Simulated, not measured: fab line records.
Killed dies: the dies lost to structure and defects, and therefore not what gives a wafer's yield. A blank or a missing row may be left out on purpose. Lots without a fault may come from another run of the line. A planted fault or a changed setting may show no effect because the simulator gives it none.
Which tool did it? + flow n5 finfet + 9 lots, 26 wafers sampled, at 6 steps of a route of 1938

== WHAT EACH GAUGE READ, for each wafer ==
N5_SD_EPI_P_OVL_MEAS_10. Usual: SD_P_BLK_OVL 0.2 nm, standard deviation 0.92.
| lot  | measured    | on         | SD_P_BLK_OVL (nm) | flag |
|------|-------------|------------|-------------------|------|
| L680 | day 3 10:46 | overlay-02 | 1.7 1.3 1.9       |      |
| L683 | day 4 06:32 | overlay-02 | -0.6 -0.2 0.5     |      |
| L684 | day 4 10:45 | overlay-02 | 0.3 0.7 0.1       |      |
| L686 | day 5 05:01 | overlay-01 | 1.5 1.5 0.4       |      |
| L691 | day 6 10:19 | overlay-02 | -0.6 -0.7 -0.1    |      |
| L692 | day 6 14:09 | overlay-02 | -0.2 -1.0 -0.1    |      |
| L695 | day 7 06:26 | overlay-02 | 0.3 -0.5          |      |
| L700 | day 8 16:16 | overlay-02 | -0.9 -0.9 -1.1    |      |
| L702 | day 9 02:11 | overlay-02 | 0.5 0.1 -0.1      |      |

N5_SD_EPI_P_INSPECT_26: inspects for defects (darkfield). Usual: raw defect count reads 177 (standard deviation 42).
| lot  | measured    | on                | raw defect count | flag |
|------|-------------|-------------------|------------------|------|
| L680 | day 3 14:33 | defect inspect-02 | 136 236 131      |      |
| L683 | day 4 10:19 | defect inspect-01 | 191 212 197      |      |
| L684 | day 4 14:32 | defect inspect-02 | 152 135 152      |      |
| L686 | day 5 09:05 | defect inspect-01 | 169 158 180      |      |
| L691 | day 6 14:56 | defect inspect-02 | 1501 1599 1534   | OFF  |
| L692 | day 6 17:56 | defect inspect-01 | 1509 1649 1623   | OFF  |
| L695 | day 7 10:14 | defect inspect-01 | 194 154          |      |
| L700 | day 8 20:02 | defect inspect-01 | 158 184 222      |      |
| L702 | day 9 05:58 | defect inspect-01 | 286 203 175      |      |

N5_BEOL_M4_RC_MEAS_101. Usual: DIBL_N 37.7 mV/V, standard deviation 2; DIBL_P 37.7 mV/V, standard deviation 2.3; IOFF_N 0.18 nA/um, standard deviation 0.039; IOFF_P 0.23 nA/um, standard deviation 0.042; ION_N 681 uA/um, standard deviation 12; ION_P 463 uA/um, standard deviation 8; SS_N 71.9 mV/dec, standard deviation 0.68; SS_P 73.6 mV/dec, standard deviation 0.71; VT_N 248 mV, standard deviation 3.2; VT_P -249 mV, standard deviation 3.1.
| lot  | measured     | on        | DIBL_N (mV/V)  | DIBL_P (mV/V)  | IOFF_N (nA/um) | IOFF_P (nA/um) | ION_N (uA/um) | ION_P (uA/um) | SS_N (mV/dec)  | SS_P (mV/dec)  | VT_N (mV)   | VT_P (mV)      | flag |
|------|--------------|-----------|----------------|----------------|----------------|----------------|---------------|---------------|----------------|----------------|-------------|----------------|------|
| L680 | day 12 09:55 | prober-01 | 36.0 41.0 37.1 | 33.5 39.8 35.3 | 0.15 0.31 0.17 | 0.17 0.28 0.20 | 683 702 672   | 459 465 459   | 71.5 72.3 71.9 | 73.2 74.6 73.7 | 248 239 247 | -252 -246 -250 |      |
| L683 | day 12 14:16 | prober-01 | 36.2 37.5 41.2 | 35.5 38.0 40.8 | 0.13 0.16 0.24 | 0.16 0.20 0.24 | 658 679 677   | 441 457 452   | 72.6 72.2 72.4 | 73.6 72.6 74.0 | 254 251 245 | -256 -254 -250 |      |
| L684 | day 12 17:31 | prober-02 | 36.9 40.1 35.0 | 37.8 40.5 34.6 | 0.16 0.25 0.14 | 0.22 0.27 0.18 | 654 685 679   | 455 462 455   | 71.3 73.1 71.2 | 74.1 74.9 73.2 | 252 244 250 | -251 -249 -253 |      |
| L686 | day 13 10:34 | prober-01 | 40.2 39.1 38.9 | 40.8 39.3 38.2 | 0.22 0.21 0.19 | 0.27 0.24 0.22 | 673 687 662   | 456 465 449   | 72.8 72.5 71.9 | 74.5 73.8 73.5 | 246 247 251 | -248 -248 -251 |      |
| L691 | day 14 15:04 | prober-02 | 40.5 34.8 39.7 | 39.8 32.8 38.2 | 0.25 0.13 0.21 | 0.26 0.16 0.23 | 689 669 681   | 464 452 462   | 72.8 70.7 72.7 | 74.4 72.4 73.4 | 242 250 246 | -247 -253 -252 |      |
| L692 | day 15 17:26 | prober-01 | 34.6 36.4 39.1 | 35.0 37.2 40.1 | 0.14 0.16 0.21 | 0.19 0.22 0.27 | 668 673 685   | 461 461 458   | 70.6 71.1 72.7 | 73.0 73.6 73.4 | 249 251 247 | -250 -251 -248 |      |
| L695 | day 15 22:14 | prober-02 | 37.4 36.1      | 38.8 37.4      | 0.16 0.15      | 0.23 0.20      | 663 674       | 454 456       | 71.4 71.9      | 74.0 73.9      | 254 252     | -251 -252      |      |
| L700 | day 17 01:52 | prober-02 | 38.5 35.3 36.5 | 36.9 35.0 36.6 | 0.20 0.15 0.15 | 0.21 0.19 0.20 | 681 682 671   | 464 464 457   | 72.8 71.3 71.7 | 73.6 73.6 73.2 | 247 248 251 | -249 -249 -249 |      |
| L702 | day 17 18:26 | prober-02 | 36.5 33.3 36.9 | 36.5 31.9 37.3 | 0.16 0.12 0.19 | 0.26 0.17 0.26 | 662 680 686   | 460 463 475   | 71.5 70.8 72.2 | 73.6 73.0 74.0 | 250 248 248 | -245 -251 -246 |      |

== WHAT TOOL EACH LOT RAN ON (gives the tool, then ch and the chambers of the sampled wafers, and finally the start) ==
| lot  | N5_SD_EPI_P_ETCH_47               | N5_SD_EPI_P_ETCH_16               | N5_SD_EPI_P_SD_RECESS_17        |
|------|-----------------------------------|-----------------------------------|---------------------------------|
| L680 | rie diel-03 ch 0,2,3, day 3 11:21 | rie diel-03 ch 0,2,3, day 3 11:27 | rie si-06 ch 0,1, day 3 11:31   |
| L683 | rie diel-06 ch 0,1,2, day 4 07:07 | rie diel-06 ch 0,1,2, day 4 07:13 | rie si-05 ch 1,2, day 4 07:17   |
| L684 | rie diel-03 ch 0,2,3, day 4 11:20 | rie diel-03 ch 0,2,3, day 4 11:26 | rie si-06 ch 0,1,2, day 4 11:30 |
| L686 | rie diel-06 ch 0,3, day 5 05:53   | rie diel-06 ch 0,3, day 5 05:59   | rie si-06 ch 1,3, day 5 06:03   |
| L691 | rie diel-03 ch 2,3, day 6 10:53   | rie diel-03 ch 2,3, day 6 10:59   | rie si-06 ch 1,2, day 6 11:04   |
| L692 | rie diel-03 ch 1,3, day 6 14:44   | rie diel-03 ch 1,3, day 6 14:50   | rie si-06 ch 0,1,2, day 6 14:54 |
| L695 | rie diel-06 ch 1,3, day 7 07:01   | rie diel-06 ch 1,3, day 7 07:07   | rie si-04 ch 2,3, day 7 07:11   |
| L700 | rie diel-06 ch 0,2, day 8 16:50   | rie diel-06 ch 0,2, day 8 16:56   | rie si-04 ch 0,3, day 8 17:01   |
| L702 | rie diel-02 ch 1,3, day 9 02:46   | rie diel-02 ch 1,3, day 9 02:52   | rie si-06 ch 0,1,3, day 9 02:56 |
- N5_SD_EPI_P_ETCH_47: etches SiOCN in CH3F/O2, target depth 25 nm.
- N5_SD_EPI_P_ETCH_16: etches SiO2 in CHF3/O2, target depth 5 nm.
- N5_SD_EPI_P_SD_RECESS_17: chemistry HBr/Cl2/O2, target depth 39.1 nm, bt time 3 s.

== WHAT THE TOOLS THEMSELVES READ (means of the sampled wafers that have a number; where no wafer has one, the mark that the record gives instead) ==
N5_SD_EPI_P_ETCH_47. Usual: chamber pressure mTorr 30.000 mTorr, standard deviation 0.025; drypump motor current A 5.7 A, standard deviation 0.38; oes_ar_750_au 0.76 a.u., standard deviation 0.065; oes_f_703_au 0.76 a.u., standard deviation 0.067; oes product au 0.75 a.u., standard deviation 0.065; rf vpp V 127 V, standard deviation 3.4; showerhead plenum p Torr 2.00 Torr, standard deviation 0.071; throttle valve pct 16.4 %, standard deviation 0.32.
| lot  | tool        | chamber pressure mTorr (mTorr) | drypump motor current A (A) | oes_ar_750_au (a.u.) | oes_f_703_au (a.u.) | oes product au (a.u.) | rf vpp V (V) | showerhead plenum p Torr (Torr) | throttle valve pct (%) | flag |
|------|-------------|--------------------------------|-----------------------------|----------------------|---------------------|-----------------------|--------------|---------------------------------|------------------------|------|
| L680 | rie diel-03 | 29.996                         | 5.9                         | 0.75                 | 0.76                | 0.74                  | 126          | 1.97                            | 16.3                   |      |
| L683 | rie diel-06 | 29.969                         | 5.7                         | 0.76                 | 0.75                | 0.75                  | 128          | 2.01                            | 16.4                   |      |
| L684 | rie diel-03 | 30.009                         | 5.9                         | 0.75                 | 0.75                | 0.74                  | 126          | 1.97                            | 16.3                   |      |
| L686 | rie diel-06 | 30.011                         | 5.5                         | 0.69                 | 0.68                | 0.70                  | 130          | 1.93                            | 16.7                   |      |
| L691 | rie diel-03 | 29.995                         | 6.3                         | 0.77                 | 0.77                | 0.76                  | 129          | 2.00                            | 16.3                   |      |
| L692 | rie diel-03 | 30.005                         | 6.3                         | 0.78                 | 0.78                | 0.76                  | 128          | 2.05                            | 16.4                   |      |
| L695 | rie diel-06 | 30.017                         | 5.5                         | 0.74                 | 0.73                | 0.74                  | 128          | 1.93                            | 16.9                   |      |
| L700 | rie diel-06 | 29.986                         | 5.8                         | 0.83                 | 0.82                | 0.81                  | 128          | 2.05                            | 16.0                   |      |
| L702 | rie diel-02 | 29.991                         | 5.2                         | 0.84                 | 0.84                | 0.83                  | 127          | 2.09                            | 16.2                   |      |

N5_SD_EPI_P_ETCH_16. Usual: chamber pressure mTorr 30.000 mTorr, standard deviation 0.027; drypump motor current A 5.7 A, standard deviation 0.38; oes_ar_750_au 0.76 a.u., standard deviation 0.064; oes_f_703_au 0.76 a.u., standard deviation 0.065; oes product au 0.75 a.u., standard deviation 0.064; rf vpp V 523 V, standard deviation 14; showerhead plenum p Torr 2.41 Torr, standard deviation 0.084; throttle valve pct 19.0 %, standard deviation 0.34.
| lot  | tool        | chamber pressure mTorr (mTorr) | drypump motor current A (A) | oes_ar_750_au (a.u.) | oes_f_703_au (a.u.) | oes product au (a.u.) | rf vpp V (V) | showerhead plenum p Torr (Torr) | throttle valve pct (%) | flag |
|------|-------------|--------------------------------|-----------------------------|----------------------|---------------------|-----------------------|--------------|---------------------------------|------------------------|------|
| L680 | rie diel-03 | 30.013                         | 5.9                         | 0.76                 | 0.76                | 0.74                  | 513          | 2.38                            | 18.9                   |      |
| L683 | rie diel-06 | 29.987                         | 5.7                         | 0.76                 | 0.75                | 0.75                  | 527          | 2.42                            | 18.9                   |      |
| L684 | rie diel-03 | 29.987                         | 5.9                         | 0.75                 | 0.75                | 0.74                  | 514          | 2.38                            | 18.9                   |      |
| L686 | rie diel-06 | 30.020                         | 5.5                         | 0.70                 | 0.68                | 0.69                  | 538          | 2.32                            | 19.2                   |      |
| L691 | rie diel-03 | 29.992                         | 6.3                         | 0.77                 | 0.76                | 0.76                  | 526          | 2.40                            | 18.8                   |      |
| L692 | rie diel-03 | 29.992                         | 6.3                         | 0.77                 | 0.77                | 0.76                  | 530          | 2.46                            | 18.9                   |      |
| L695 | rie diel-06 | 29.996                         | 5.6                         | 0.74                 | 0.73                | 0.74                  | 528          | 2.33                            | 19.4                   |      |
| L700 | rie diel-06 | 29.995                         | 5.8                         | 0.83                 | 0.82                | 0.82                  | 527          | 2.47                            | 18.5                   |      |
| L702 | rie diel-02 | 30.016                         | 5.2                         | 0.84                 | 0.86                | 0.83                  | 521          | 2.51                            | 18.8                   |      |

N5_SD_EPI_P_SD_RECESS_17. Usual: chamber pressure mTorr 10.000 mTorr, standard deviation 0.0088; drypump motor current A 5.9 A, standard deviation 0.37; oes product au 0.996 a.u., standard deviation 0.015; throttle valve pct 36.8 %, standard deviation 0.45.
| lot  | tool      | chamber pressure mTorr (mTorr) | drypump motor current A (A) | oes product au (a.u.) | throttle valve pct (%) | flag |
|------|-----------|--------------------------------|-----------------------------|-----------------------|------------------------|------|
| L680 | rie si-06 | 10.001                         | 6.0                         | 0.987                 | 36.7                   |      |
| L683 | rie si-05 | 10.005                         | 5.3                         | 0.995                 | 37.4                   |      |
| L684 | rie si-06 | 10.004                         | 6.1                         | 0.983                 | 36.6                   |      |
| L686 | rie si-06 | 9.999                          | 5.9                         | 0.988                 | 36.7                   |      |
| L691 | rie si-06 | 9.995                          | 6.0                         | 0.980                 | 36.5                   |      |
| L692 | rie si-06 | 9.998                          | 6.1                         | 0.982                 | 36.6                   |      |
| L695 | rie si-04 | 9.996                          | 6.1                         | 1.015                 | 37.0                   |      |
| L700 | rie si-04 | 9.996                          | 6.2                         | 1.013                 | 36.5                   |      |
| L702 | rie si-06 | 9.996                          | 6.0                         | 0.985                 | 36.8                   |      |

== THE ANSWER, worked out from the rows above alone ==
Rule: a lot is off if the mean of its wafers that have a number lies more than 3 standard deviations from the usual mean. Also off: a lot with no number at a reading for which 4 or more lots have one. Any other lot the step has rows for is counted as sound. Order of review: gauges by route order, followed by the tools' own readings, for which a lot's mean as printed above is used. At the first step where some lot is off, the reading lying furthest off is the one used; lots without a number count as furthest.
Off at N5_SD_EPI_P_INSPECT_26 (raw defect count): L691, L692.
If a tool, at a process step before that reading, ran all the lots that are off and no sound lot after the first of them, it fits. The gauges at N5_SD_EPI_P_INSPECT_26 are tried like those tools. One candidate fits, namely rie diel-03 at N5_SD_EPI_P_ETCH_47 and N5_SD_EPI_P_ETCH_16. At N5_SD_EPI_P_ETCH_47 its last sound lot is L684 (day 4 11:20), its first lot that is off L691 (day 6 10:53): a fault that began between those two fits.

== WHAT HAD BEEN PUT IN BY THE SIMULATOR ==
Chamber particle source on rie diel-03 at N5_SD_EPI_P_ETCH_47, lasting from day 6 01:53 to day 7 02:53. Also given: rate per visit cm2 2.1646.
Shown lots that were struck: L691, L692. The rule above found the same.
